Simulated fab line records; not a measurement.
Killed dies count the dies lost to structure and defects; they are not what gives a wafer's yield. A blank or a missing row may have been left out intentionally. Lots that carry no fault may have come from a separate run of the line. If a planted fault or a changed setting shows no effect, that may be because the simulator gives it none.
Which tool is to blame? -- flow nand harc -- 72 wafers from 24 lots sampled at 5 of the route's 1302 steps

## WHAT THE GAUGES SHOWED, per wafer
NHARC_P_CONTACT_INSPECT_27. Usual: 330 for raw defect count, sd 150.
lot,measured,on,raw defect count,flag
L075,day 6 15:53,defect inspect-02,343 339 276,
L074,day 6 17:04,defect inspect-02,276 243 262,
L077,day 7 08:39,defect inspect-02,235 235 203,
L076,day 7 09:47,defect inspect-01,384 168 344,
L078,day 7 22:17,defect inspect-02,417 442 344,
L079,day 8 12:45,defect inspect-02,227 219 322,
L080,day 8 14:14,defect inspect-02,340 346 279,
L081,day 8 20:47,defect inspect-02,407 229 212,
L082,day 9 10:17,defect inspect-01,310 526 638,
L083,day 9 14:49,defect inspect-01,632 722 393,
L084,day 10 09:46,defect inspect-01,358 671 371,
L085,day 10 15:29,defect inspect-02,720 476 558,
L086,day 10 23:22,defect inspect-02,215 335 242,
L087,day 11 08:46,defect inspect-02,262 215 409,
L088,day 12 01:37,defect inspect-02,232 276 423,
L089,day 12 07:49,defect inspect-02,255 491 451,
L090,day 13 00:20,defect inspect-02,263 238 277,
L091,day 13 08:15,defect inspect-02,137 167 289,
L092,day 13 14:16,defect inspect-02,219 258 418,
L093,day 13 23:07,defect inspect-02,288 218 274,
L094,day 14 04:46,defect inspect-02,105 229 266,
L095,day 14 16:19,defect inspect-02,475 366 386,
L096,day 15 06:17,defect inspect-01,253 251 288,
L097,day 15 21:01,defect inspect-02,219 197 232,

NHARC_P_M0_INSPECT_11. Usual: 4.4 for raw defect count, sd 2.7.
lot,measured,on,raw defect count,flag
L075,day 6 16:55,defect inspect-01,9 2 5,
L074,day 6 18:05,defect inspect-02,2 4 4,
L077,day 7 10:48,defect inspect-01,2 5 4,
L076,day 7 10:50,defect inspect-02,4 1 2,
L078,day 7 23:33,defect inspect-01,6 7 9,
L079,day 8 13:47,defect inspect-02,3 2 4,
L080,day 8 15:16,defect inspect-01,12 3 8,
L081,day 8 21:41,defect inspect-02,3 4 2,
L082,day 9 11:19,defect inspect-02,4 4 6,
L083,day 9 15:51,defect inspect-02,5 6 5,
L084,day 10 10:40,defect inspect-01,2 3 0,
L085,day 10 16:26,defect inspect-02,3 3 4,
L086,day 11 00:23,defect inspect-01,4 4 4,
L087,day 11 09:48,defect inspect-01,6 4 3,
L088,day 12 02:38,defect inspect-02,3 4 6,
L089,day 12 08:43,defect inspect-02,1 2 3,
L090,day 13 01:14,defect inspect-02,12 11 6,
L091,day 13 09:16,defect inspect-01,1 6 2,
L092,day 13 15:17,defect inspect-02,4 3 2,
L093,day 14 00:08,defect inspect-01,9 10 12,
L094,day 14 05:40,defect inspect-02,2 3 6,
L095,day 14 17:20,defect inspect-02,2 1 0,
L096,day 15 07:18,defect inspect-01,5 1 7,
L097,day 15 22:03,defect inspect-01,2 1 6,

## WHAT TOOL EACH LOT RAN ON (gives the tool, then ch and the chambers of the sampled wafers, and finally the start)
lot,NHARC_P_GATE_RTA_64,NHARC_P_CONTACT_CMP_01,NHARC_P_CONTACT_ALD_22
L075,"rtp anneal-01 ch 0, day 6 09:46","cmp-03 ch 0,2,3, day 6 11:50","ald metal-01 ch 0,2,3, day 6 14:39"
L074,"rtp anneal-02 ch 0, day 6 11:04","cmp-01 ch 1,2,3, day 6 13:06","ald metal-03 ch 0,1,3, day 6 15:50"
L077,"rtp anneal-01 ch 0, day 7 02:25","cmp-01 ch 0,1,3, day 7 04:32","ald metal-01 ch 0,1,2, day 7 07:22"
L076,"rtp anneal-02 ch 0, day 7 02:45","cmp-03 ch 0,2,3, day 7 05:03","ald metal-03 ch 1,3, day 7 08:31"
L078,"rtp anneal-02 ch 0, day 7 16:07","cmp-01 ch 0,1,3, day 7 18:11","ald metal-02 ch 0,3, day 7 21:01"
L079,"rtp anneal-02 ch 0, day 8 06:48","cmp-01 ch 0,1,2, day 8 08:47","ald metal-03 ch 1,2,3, day 8 11:33"
L080,"rtp anneal-02 ch 0, day 8 08:12","cmp-04 ch 0,3, day 8 10:08","ald metal-02 ch 0,3, day 8 12:59"
L081,"rtp anneal-01 ch 0, day 8 14:40","cmp-04 ch 0,2, day 8 16:44","ald metal-01 ch 1,3, day 8 19:33"
L082,"rtp anneal-02 ch 0, day 9 04:03","cmp-04 ch 0,2, day 9 06:11","ald metal-02 ch 0,2, day 9 09:02"
L083,"rtp anneal-01 ch 0, day 9 08:48","cmp-04 ch 0,2,3, day 9 10:53","ald metal-01 ch 1,2, day 9 13:34"
L084,"rtp anneal-01 ch 0, day 10 03:43","cmp-03 ch 0,1,3, day 10 05:46","ald metal-01 ch 0,1, day 10 08:28"
L085,"rtp anneal-01 ch 0, day 10 09:15","cmp-01 ch 1,3, day 10 11:19","ald metal-01 ch 0,1, day 10 14:10"
L086,"rtp anneal-01 ch 0, day 10 17:19","cmp-01 ch 0,1,3, day 10 19:25","ald metal-01 ch 0,3, day 10 22:08"
L087,"rtp anneal-01 ch 0, day 11 02:25","cmp-04 ch 1,2, day 11 04:41","ald metal-02 ch 0,1,3, day 11 07:32"
L088,"rtp anneal-02 ch 0, day 11 19:29","cmp-01 ch 0,1,2, day 11 21:32","ald metal-01 ch 0,1,2, day 12 00:22"
L089,"rtp anneal-02 ch 0, day 12 01:26","cmp-03 ch 0,3, day 12 03:25","ald metal-01 ch 1,2,3, day 12 06:19"
L090,"rtp anneal-01 ch 0, day 12 17:49","cmp-03 ch 0,2, day 12 19:50","ald metal-01 ch 0,2, day 12 23:04"
L091,"rtp anneal-01 ch 0, day 13 02:04","cmp-04 ch 1,2, day 13 04:07","ald metal-03 ch 0,1, day 13 07:01"
L092,"rtp anneal-01 ch 0, day 13 08:10","cmp-01 ch 0,2, day 13 10:10","ald metal-03 ch 1,2,3, day 13 13:01"
L093,"rtp anneal-01 ch 0, day 13 16:29","cmp-03 ch 1,3, day 13 18:49","ald metal-01 ch 1,2, day 13 21:49"
L094,"rtp anneal-01 ch 0, day 13 22:30","cmp-01 ch 0,1,3, day 14 00:32","ald metal-02 ch 2,3, day 14 03:31"
L095,"rtp anneal-02 ch 0, day 14 10:10","cmp-03 ch 1,2,3, day 14 12:13","ald metal-01 ch 0,1,3, day 14 15:01"
L096,"rtp anneal-01 ch 0, day 14 23:31","cmp-03 ch 0,3, day 15 01:33","ald metal-02 ch 2,3, day 15 04:24"
L097,"rtp anneal-02 ch 0, day 15 14:47","cmp-04 ch 1,2, day 15 16:54","ald metal-02 ch 1,3, day 15 19:47"
- NHARC_P_GATE_RTA_64: time 1 s.
- NHARC_P_CONTACT_CMP_01: polishes SiO2, target thk 200 nm.
- NHARC_P_CONTACT_ALD_22: deposits TiN, target thk 3 nm, pulse time 1 s, ald cycles 150.

## WHAT THE TOOLS THEMSELVES READ (means of the sampled wafers that have a number; where no wafer has one, the mark that the record gives instead)
NHARC_P_GATE_RTA_64. Usual: anneal temp c max 1054.5, standard deviation 1.1; lamp power pct 34.30 %, standard deviation 0.1; lamp_zone_1_pct 34.30 %, standard deviation 0.1; wafer_temp_C_max 1056.4, standard deviation 1.1.
lot,tool,anneal temp c max,lamp power pct (%),lamp_zone_1_pct (%),wafer_temp_C_max,flag
L075,rtp anneal-01,1054.9,34.36,34.41,1057.4,
L074,rtp anneal-02,1054.3,34.19,34.23,1055.2,
L077,rtp anneal-01,1055.2,34.37,34.40,1056.7,
L076,rtp anneal-02,1053.9,34.17,34.18,1055.3,
L078,rtp anneal-02,1053.7,34.21,34.21,1056.3,
L079,rtp anneal-02,1053.6,34.20,34.19,1056.5,
L080,rtp anneal-02,1053.4,34.17,34.15,1056.0,
L081,rtp anneal-01,1054.2,34.36,34.37,1057.0,
L082,rtp anneal-02,1053.3,34.18,34.21,1055.7,
L083,rtp anneal-01,1054.7,34.34,34.34,1056.8,
L084,rtp anneal-01,1055.3,34.36,34.39,1057.3,
L085,rtp anneal-01,1054.5,34.43,34.39,1056.8,
L086,rtp anneal-01,1055.8,34.37,34.40,1055.9,
L087,rtp anneal-01,1054.6,34.38,34.39,1057.9,
L088,rtp anneal-02,1052.8,34.19,34.17,1055.4,
L089,rtp anneal-02,1053.4,34.20,34.20,1055.5,
L090,rtp anneal-01,1054.9,34.38,34.38,1057.9,
L091,rtp anneal-01,1055.2,34.39,34.33,1056.3,
L092,rtp anneal-01,1055.2,34.39,34.38,1058.4,
L093,rtp anneal-01,1055.7,34.42,34.38,1056.0,
L094,rtp anneal-01,1054.7,34.40,34.34,1056.5,
L095,rtp anneal-02,1054.1,34.21,34.17,1055.5,
L096,rtp anneal-01,1055.5,34.41,34.38,1055.8,
L097,rtp anneal-02,1053.4,34.15,34.17,1056.3,

NHARC_P_CONTACT_CMP_01. Usual: motor current A 11.9 A, standard deviation 1.1; slurry filter dp kPa 13.50 kPa, standard deviation 0.15.
lot,tool,motor current A (A),slurry filter dp kPa (kPa),flag
L075,cmp-03,11.2,13.46,
L074,cmp-01,13.3,13.49,
L077,cmp-01,12.2,13.56,
L076,cmp-03,11.7,13.57,
L078,cmp-01,12.3,13.52,
L079,cmp-01,12.5,13.47,
L080,cmp-04,11.5,13.55,
L081,cmp-04,11.8,13.56,
L082,cmp-04,11.6,13.66,
L083,cmp-04,11.8,13.63,
L084,cmp-03,11.7,13.39,
L085,cmp-01,12.6,13.50,
L086,cmp-01,12.5,13.48,
L087,cmp-04,11.2,13.44,
L088,cmp-01,12.5,13.49,
L089,cmp-03,11.5,13.53,
L090,cmp-03,11.1,13.61,
L091,cmp-04,11.3,13.51,
L092,cmp-01,12.8,13.41,
L093,cmp-03,11.7,13.39,
L094,cmp-01,12.3,13.49,
L095,cmp-03,11.0,13.47,
L096,cmp-03,11.7,13.37,
L097,cmp-04,11.4,13.49,

NHARC_P_CONTACT_ALD_22. Usual: heater power outer w 721 W, standard deviation 90; heater power w 1116 W, standard deviation 87; precursor pulse height rel 1.000, standard deviation 0.02.
lot,tool,heater power outer w (W),heater power w (W),precursor pulse height rel,flag
L075,ald metal-01,696,1095,1.005,
L074,ald metal-03,670,1058,0.993,
L077,ald metal-01,772,1119,1.006,
L076,ald metal-03,664,1091,1.000,
L078,ald metal-02,641,1037,1.018,
L079,ald metal-03,728,1142,0.997,
L080,ald metal-02,647,1039,1.019,
L081,ald metal-01,782,1211,0.997,
L082,ald metal-02,649,1069,0.999,
L083,ald metal-01,843,1208,0.992,
L084,ald metal-01,722,1088,0.984,
L085,ald metal-01,729,1119,0.992,
L086,ald metal-01,671,1092,0.989,
L087,ald metal-02,647,1036,0.980,
L088,ald metal-01,750,1134,1.002,
L089,ald metal-01,802,1204,1.006,
L090,ald metal-01,686,1081,1.002,
L091,ald metal-03,679,1083,1.009,
L092,ald metal-03,727,1154,1.017,
L093,ald metal-01,856,1216,0.989,
L094,ald metal-02,684,1096,0.985,
L095,ald metal-01,764,1192,0.980,
L096,ald metal-02,717,1120,1.006,
L097,ald metal-02,672,1016,0.998,

## THE ANSWER, worked out from the rows above alone
Rule: a lot counts as off when the mean over its wafers that have a number is more than 3 standard deviations away from the usual mean. A lot without any number at a reading at which 4 lots or more have one is off too. Any other lot the step has rows for is counted as sound. Order of review: gauges by route order, followed by the tools' own readings, for which a lot's mean as printed above is used. At the first step where some lot is off, the reading lying furthest off is the one used; lots without a number count as furthest.
Nothing can be told from this: no lot is off at any reading shown.

## WHAT THE SIMULATOR HAD INSERTED
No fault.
